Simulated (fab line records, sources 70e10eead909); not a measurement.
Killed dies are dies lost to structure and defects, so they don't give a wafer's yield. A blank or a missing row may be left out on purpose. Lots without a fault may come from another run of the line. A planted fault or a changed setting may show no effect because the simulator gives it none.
A struck lot beside a sound one | flow nand_harc | 14 steps out of a route of 1302
Sound: wafers L741.1, L741.2, L741.5. Struck: wafers L738.2, L738.3, L738.4. The cause comes at the end.
At each step with rows: each side's tool, then ch and its chambers, then its first start. Under that, the readings that differ: sound wafers | struck wafers | difference of the means | sigmas: that difference in standard deviations of wafers without a fault.
alike: readings whose means differ by less than 2 such deviations, and words and numbers that are the same on both sides. not compared: withheld readings, readings that some wafer has no value for, bounds like >300 that may hide the same value, and numbers for which the record gives no deviation and whose values overlap.
The two part at a step that has a row with sigmas, a row that says differs or no value, or rows on one side only. Numbers that don't overlap but have no deviation are shown without sigmas and don't part them. A reading that every wafer of one side lacks parts them only if that side has two wafers or more.

NHARC_A_STAIRCASE_STRIP_274: strips in O2.
  sound on rie_diel-11 ch 0,2,3; struck on rie_diel-05 ch 0,1,3
  alike: drypump_motor_current_A, oes_product_au, rf_vpp_V, showerhead_plenum_p_Torr, throttle_valve_pct
  not compared: rf_hours_counter_h
then, 3 steps without rows for these wafers: NHARC_A_STAIRCASE_STRIP_275 (strips in SPM, time 900 s); NHARC_A_STAIRCASE_PRECLEAN_276 (cleans in SC1); NHARC_A_STAIRCASE_SRD_277.
NHARC_A_STAIRCASE_HM_DEP_459: deposits aC, target thk 1500 nm.
  sound on acl_dep-02 ch 0, day 23 09:08; struck on acl_dep-02 ch 0, day 21 23:05
  alike: throttle_valve_pct
NHARC_A_STAIRCASE_DEP_280: deposits SiON, target thk 30 nm.
  sound on pecvd-04 ch 0,2, day 23 11:01; struck on pecvd-04 ch 0,1, day 22 00:38
  alike: heater_power_w, rf_fwd_power_W
then, 5 steps without rows for these wafers: NHARC_A_STAIRCASE_DEHYDRATE_281 (time 120 s); NHARC_A_STAIRCASE_HMDS_282 (time 30 s); NHARC_A_STAIRCASE_COAT_283; NHARC_A_STAIRCASE_SOFTBAKE_284 (time 170 s); NHARC_A_STAIRCASE_EBR_285.
NHARC_A_STAIRCASE_EXPOSE_286: exposes mask CHOP 100.
  sound on krf_scanner-03 ch 0, day 23 11:38; struck on krf_scanner-04 ch 0, day 22 01:15
  reading              | sound                | struck               | difference | sigmas
  exposure_dose_mJ_cm2 | 24.975 24.976 24.974 | 26.132 26.116 26.110 | +1.144     | +52
  alike: mask
then, 2 steps without rows for these wafers: NHARC_A_STAIRCASE_PEB_287 (peb time 130 s); NHARC_END_SORT_01.

WHERE THEY PART
Only at NHARC_A_STAIRCASE_EXPOSE_286, within this record.

WHY: what the simulator had put in
Process parameter drift: krf_scanner-04, from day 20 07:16 on, at NHARC_A_STAIRCASE_EXPOSE_286. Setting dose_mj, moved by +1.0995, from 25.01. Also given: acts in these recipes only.
